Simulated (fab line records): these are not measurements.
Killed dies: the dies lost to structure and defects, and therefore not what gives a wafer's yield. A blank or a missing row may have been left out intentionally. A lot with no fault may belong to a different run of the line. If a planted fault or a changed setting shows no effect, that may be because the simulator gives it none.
Matching of chambers -- flow n5_finfet -- 4 sister chambers for N5_BEOL_M4_STRIP_66 on rie_diel-02
The step strips in CF4. 22 wafers are shown with their chamber, then 11 later ones without.

== EACH WAFER AND ITS CHAMBER ==
wafer,chamber,showerhead_plenum_p_Torr (Torr),throttle_valve_pct (%),drypump_motor_current_A (A)
L074.1,1,1.798,13.44,6.1
L074.2,3,1.806,13.49,6.0
L074.5,2,1.795,13.99,5.9
L076.3,1,1.796,13.44,6.0
L076.4,2,1.793,14.00,5.9
L076.6,0,1.729,13.53,5.6
L077.4,2,1.792,14.01,6.0
L077.5,1,1.795,13.47,6.1
L077.6,0,1.728,13.55,5.6
L079.2,1,1.795,13.49,6.1
L079.4,2,1.792,14.03,6.0
L079.6,0,1.727,13.53,5.6
L081.3,3,1.801,13.52,6.1
L081.5,1,1.793,13.48,6.1
L081.6,2,1.790,14.02,5.9
L087.2,1,1.791,13.50,6.1
L087.3,2,1.788,14.05,6.0
L087.6,3,1.798,13.56,6.0
L088.2,0,1.722,13.63,5.6
L088.4,2,1.786,14.06,6.0
L088.6,2,1.787,14.05,5.9
L090.1,1,1.790,13.52,6.1

SIGNATURES, as means of the wafers listed above
reading,chamber 0,chamber 1,chamber 2,chamber 3,scatter within a chamber
showerhead_plenum_p_Torr,1.72650,1.79400,1.79038,1.80167,0.00316
throttle_valve_pct,13.5600,13.4771,14.0263,13.5233,0.0327
drypump_motor_current_A,5.600,6.086,5.950,6.033,0.0442
Rule: a wafer's distance from a chamber is the root of the sum, over the readings, of the square of ((its reading less the chamber's mean) divided by the reading's scatter). If the next closest chamber is less than 2 further off than the closest, the wafer can't be placed; otherwise it belongs to the closest. How the scatter is found: for the shown wafers, subtract from each reading the mean of its chamber, square and add these, divide the total by (wafers less chambers), then take the root.

== WAFERS WITHOUT THEIR CHAMBER ==
wafer,showerhead_plenum_p_Torr (Torr),throttle_valve_pct (%),drypump_motor_current_A (A)
L090.2,1.797,13.55,6.1
L090.6,1.789,13.51,6.1
L091.1,1.784,14.07,5.9
L091.4,1.721,13.61,5.6
L091.6,1.721,13.61,5.6
L093.1,1.787,13.55,6.1
L093.3,1.795,13.59,6.1
L093.4,1.784,14.10,6.0
L097.1,1.717,13.64,5.6
L097.2,1.792,13.59,6.1
L097.4,1.780,14.12,6.0

== WHICH CHAMBER EACH ONE RAN IN ==
wafer,from the rows above,in truth
L090.2,can't be placed: 3 or 1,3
L090.6,1,1
L091.1,2,2
L091.4,0,0
L091.6,0,0
L093.1,can't be placed: 1 or 3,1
L093.3,can't be placed: 3 or 1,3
L093.4,2,2
L097.1,0,0
L097.2,can't be placed: 1 or 3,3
L097.4,2,2
Placed correctly: 7 of 11. Cannot be placed on the basis of these rows: 4; the candidates contain the true chamber in 4. 0 placed wrongly.
